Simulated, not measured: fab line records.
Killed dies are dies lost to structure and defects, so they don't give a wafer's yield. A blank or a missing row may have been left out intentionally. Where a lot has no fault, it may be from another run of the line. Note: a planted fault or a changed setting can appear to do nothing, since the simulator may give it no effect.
Chamber matching / flow n5-finfet / N5_DUMMY_GATE_ALD_02 on ald-sin-02 has 4 sister chambers
The step deposits SiO2, target thk 2 nm, pulse time 1 s. 14 wafers are shown with their chamber, then 7 later ones without.

WAFERS WITH THEIR CHAMBER
wafer=L081.3; chamber=2; heater-power-w (W)=380; precursor-pulse-height-rel=1.017
wafer=L081.5; chamber=0; heater-power-w (W)=443; precursor-pulse-height-rel=1.036
wafer=L081.6; chamber=1; heater-power-w (W)=524; precursor-pulse-height-rel=1.016
wafer=L086.1; chamber=0; heater-power-w (W)=449; precursor-pulse-height-rel=1.007
wafer=L086.5; chamber=0; heater-power-w (W)=448; precursor-pulse-height-rel=1.025
wafer=L086.6; chamber=3; heater-power-w (W)=447; precursor-pulse-height-rel=0.999
wafer=L089.3; chamber=3; heater-power-w (W)=456; precursor-pulse-height-rel=1.025
wafer=L089.4; chamber=0; heater-power-w (W)=462; precursor-pulse-height-rel=1.027
wafer=L089.6; chamber=1; heater-power-w (W)=514; precursor-pulse-height-rel=1.000
wafer=L091.3; chamber=2; heater-power-w (W)=372; precursor-pulse-height-rel=0.998
wafer=L091.5; chamber=0; heater-power-w (W)=463; precursor-pulse-height-rel=0.971
wafer=L091.6; chamber=1; heater-power-w (W)=526; precursor-pulse-height-rel=1.003
wafer=L093.3; chamber=1; heater-power-w (W)=516; precursor-pulse-height-rel=0.992
wafer=L093.4; chamber=3; heater-power-w (W)=447; precursor-pulse-height-rel=1.009

SIGNATURES (means of the wafers above)
reading=heater-power-w; chamber 0=453.00; chamber 1=520.00; chamber 2=376.00; chamber 3=450.00; scatter within a chamber=7.16
reading=precursor-pulse-height-rel; chamber 0=1.01320; chamber 1=1.00275; chamber 2=1.00750; chamber 3=1.01100; scatter within a chamber=0.0187
Rule: a wafer's distance from a chamber is the root of the sum, over the readings, of the square of ((its reading less the chamber's mean) divided by the reading's scatter). If the next closest chamber is less than 2 further off than the closest, the wafer can't be placed; otherwise it belongs to the closest. The scatter: the root of (the sum of the squares of (reading less its chamber's mean) over the shown wafers, divided by (wafers less chambers)).

WAFERS MISSING THEIR CHAMBER
wafer=L093.6; heater-power-w (W)=522; precursor-pulse-height-rel=0.987
wafer=L094.1; heater-power-w (W)=435; precursor-pulse-height-rel=1.011
wafer=L094.4; heater-power-w (W)=525; precursor-pulse-height-rel=0.971
wafer=L094.5; heater-power-w (W)=446; precursor-pulse-height-rel=1.021
wafer=L095.3; heater-power-w (W)=524; precursor-pulse-height-rel=1.000
wafer=L095.5; heater-power-w (W)=376; precursor-pulse-height-rel=0.977
wafer=L095.6; heater-power-w (W)=531; precursor-pulse-height-rel=1.035

WHICH CHAMBER EACH ONE RAN IN
wafer=L093.6; from the rows above=1; in truth=1
wafer=L094.1; from the rows above=can't be placed: 3 or 0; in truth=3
wafer=L094.4; from the rows above=1; in truth=1
wafer=L094.5; from the rows above=can't be placed: 3 or 0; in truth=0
wafer=L095.3; from the rows above=1; in truth=1
wafer=L095.5; from the rows above=2; in truth=2
wafer=L095.6; from the rows above=1; in truth=1
5 of 7 placed correctly. From these rows, 2 cannot be placed; in 2 the true chamber is one of the candidates. Number placed wrongly: 0.
